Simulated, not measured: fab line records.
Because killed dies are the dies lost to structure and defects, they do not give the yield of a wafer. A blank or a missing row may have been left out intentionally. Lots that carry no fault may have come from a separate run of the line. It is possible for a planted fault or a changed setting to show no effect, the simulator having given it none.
What tool caused it? + flow nand_harc + 14 lots, 42 wafers sampled, at 5 steps of a route of 1159

== WHAT THE GAUGES READ, wafer by wafer ==
NHARC_A_BONDPAD_OVL_MEAS_35.
| lot  | measured     | on         | overlay_x_nm (nm) | overlay_y_nm (nm) |
|------|--------------|------------|-------------------|-------------------|
| L946 | day 18 01:50 | overlay-01 | 0 0 0             | -9 -10 -9         |
| L947 | day 18 13:52 | overlay-02 | -2 -2 -1          | 1 1 0             |
| L949 | day 18 11:44 | overlay-02 | -8 -8 -8          | 1 1 1             |
| L951 | day 19 08:56 | overlay-01 | 3 3 3             | 4 4 4             |
| L957 | day 20 17:16 | overlay-02 | 3 3               | -1 -2             |
| L956 | day 20 18:52 | overlay-01 | -3                | 4                 |
| L958 | day 21 03:31 | overlay-02 | -2 -2 -1          | -11 -11 -10       |
| L962 | day 21 13:32 | overlay-01 | 3 3 3             | 10 10 11          |
| L964 | day 22 09:53 | overlay-02 | -2 -3 -3          | 3 3 3             |
| L963 | day 22 04:44 | overlay-02 | 6 6 6             | 2 1 2             |
| L966 | day 23 05:13 | overlay-02 | -7 -7 -7          | 4 4 4             |
| L967 | day 23 04:30 | overlay-02 | -4 -4 -3          | -1 -2 -2          |
| L969 | day 23 00:21 | overlay-01 | -5 -5 -5          | 3 3 3             |
| L968 | day 23 08:05 | overlay-02 | -1 -1 -1          | 4 4 4             |

NHARC_END_SORT_01.
| lot  | measured     | on        | killed_at_array | killed_at_other | killed_at_periphery | killed_dies | killed_open | killed_short |
|------|--------------|-----------|-----------------|-----------------|---------------------|-------------|-------------|--------------|
| L957 | day 22 00:26 | prober-02 | 43 30 31        | 0 2 0           | 1 645 3             | 44 677 34   | 3 0 4       | 1 1 0        |
| L956 | day 22 01:08 | prober-01 | 15 19 18        | 1 0 0           | 661 1 659           | 677 20 677  | 3 2 1       | 2 3 0        |

== EACH LOT AND THE TOOL THAT RAN IT (in order: tool; ch and the chambers of the sampled wafers; start) ==
| lot  | NHARC_P_GATE_DEVELOP_45           | NHARC_A_M1_DEGAS_29          | NHARC_THIN_TSV_CMP_21         |
|------|-----------------------------------|------------------------------|-------------------------------|
| L946 | litho_track-02 ch 0, day 5 01:00  | pvd_sputter-01, day 17 22:16 | cmp-01 ch 1,2,3, day 18 21:56 |
| L947 | litho_track-02 ch 0, day 5 18:00  | pvd_sputter-01, day 18 10:07 | cmp-01 ch 2,3, day 19 15:15   |
| L949 | litho_track-05 ch 0, day 6 01:00  | pvd_sputter-02, day 18 07:59 | cmp-02 ch 0,1,3, day 19 09:13 |
| L951 | litho_track-03 ch 0, day 6 09:00  | pvd_sputter-03, day 19 05:16 | cmp-01 ch 0,2, day 20 11:58   |
| L957 | litho_track-05 ch 0, day 7 23:00  | pvd_sputter-02, day 20 13:41 | cmp-03 ch 0,2, day 21 14:00   |
| L956 | litho_track-05 ch 0, day 8 00:00  | pvd_sputter-01, day 20 15:18 | cmp-02 ch 2, day 21 15:11     |
| L958 | litho_track-03 ch 0, day 8 12:00  | pvd_sputter-01, day 21 00:02 | cmp-03 ch 0,2,3, day 22 02:59 |
| L962 | litho_track-02 ch 0, day 9 03:00  | pvd_sputter-02, day 21 09:55 | cmp-03 ch 0,2,3, day 22 09:08 |
| L964 | litho_track-03 ch 0, day 9 13:00  | pvd_sputter-02, day 22 06:05 | cmp-01 ch 2,3, day 23 03:23   |
| L963 | litho_track-03 ch 0, day 9 16:00  | pvd_sputter-02, day 22 01:10 | cmp-01 ch 1,2, day 23 02:23   |
| L966 | litho_track-03 ch 0, day 10 06:00 | pvd_sputter-01, day 23 01:46 | cmp-03 ch 0,1,2, day 24 04:30 |
| L967 | litho_track-03 ch 0, day 10 07:00 | pvd_sputter-02, day 23 01:04 | cmp-02 ch 1,2,3, day 24 03:18 |
| L969 | litho_track-03 ch 0, day 10 17:00 | pvd_sputter-02, day 22 20:32 | cmp-02 ch 1,3, day 23 20:58   |
| L968 | litho_track-05 ch 0, day 10 18:00 | pvd_sputter-03, day 23 03:58 | cmp-03 ch 1,2,3, day 24 05:40 |
- NHARC_P_GATE_DEVELOP_45: time 70 s.
- NHARC_A_M1_DEGAS_29: time 60 s.
- NHARC_THIN_TSV_CMP_21: polishes, t overpolish 30 s, target thk 2000 nm.

== AS READ BY THE TOOLS THEMSELVES (means over the sampled wafers that have a number; for cases with no such wafer, the mark the record gives instead) ==
NHARC_A_M1_DEGAS_29.
| lot  | tool           | heater_power_w (W) |
|------|----------------|--------------------|
| L946 | pvd_sputter-01 | 355                |
| L947 | pvd_sputter-01 | 312                |
| L949 | pvd_sputter-02 | 318                |
| L951 | pvd_sputter-03 | 310                |
| L957 | pvd_sputter-02 | 320                |
| L956 | pvd_sputter-01 | 317                |
| L958 | pvd_sputter-01 | 328                |
| L962 | pvd_sputter-02 | 318                |
| L964 | pvd_sputter-02 | 342                |
| L963 | pvd_sputter-02 | 327                |
| L966 | pvd_sputter-01 | 377                |
| L967 | pvd_sputter-02 | 346                |
| L969 | pvd_sputter-02 | 327                |
| L968 | pvd_sputter-03 | 302                |

NHARC_THIN_TSV_CMP_21.
| lot  | tool   | motor_current_A (A) | overpolish_run_s (s) | retaining_ring_pressure_frac |
|------|--------|---------------------|----------------------|------------------------------|
| L946 | cmp-01 | 10.6                | 29.994               | 0.999                        |
| L947 | cmp-01 | 10.8                | 29.998               | 0.998                        |
| L949 | cmp-02 | 12.7                | 30.007               | 0.999                        |
| L951 | cmp-01 | 10.7                | 30.000               | 1.001                        |
| L957 | cmp-03 | 11.6                | 29.985               | 0.996                        |
| L956 | cmp-02 | 11.7                | 30.013               | 1.000                        |
| L958 | cmp-03 | 12.2                | 30.003               | 1.001                        |
| L962 | cmp-03 | 11.9                | 29.993               | 1.006                        |
| L964 | cmp-01 | 10.2                | 29.991               | 0.995                        |
| L963 | cmp-01 | 10.5                | 30.000               | 0.993                        |
| L966 | cmp-03 | 12.2                | 30.001               | 0.999                        |
| L967 | cmp-02 | 12.4                | 29.994               | 0.996                        |
| L969 | cmp-02 | 12.9                | 30.001               | 0.997                        |
| L968 | cmp-03 | 12.1                | 30.001               | 1.001                        |

== THE ANSWER, worked out from the rows above alone ==
Rule: the lots themselves supply what counts as usual. Put in order of their means at a reading, lots are off if they are a third of the lots or fewer, leave a main group of 4 or more, and stand apart from it by a gap of 3 or more times the standard deviation of the main group's means; of several such gaps the widest counts. Not used: any main group whose means are identical at the precision the tables above print for the reading. A lot without any number at a reading at which 4 lots or more have one is off too. Any other lot the step has rows for is counted as sound. Order of review: gauges by route order, followed by the tools' own readings, for which a lot's mean as printed above is used. The first step at which some lot is off is used, and at that step the reading that is off furthest; a lot without a number counts as furthest.
No lot is off on any of the readings shown, so nothing can be concluded from this.

== WHAT THE SIMULATOR PUT IN ==
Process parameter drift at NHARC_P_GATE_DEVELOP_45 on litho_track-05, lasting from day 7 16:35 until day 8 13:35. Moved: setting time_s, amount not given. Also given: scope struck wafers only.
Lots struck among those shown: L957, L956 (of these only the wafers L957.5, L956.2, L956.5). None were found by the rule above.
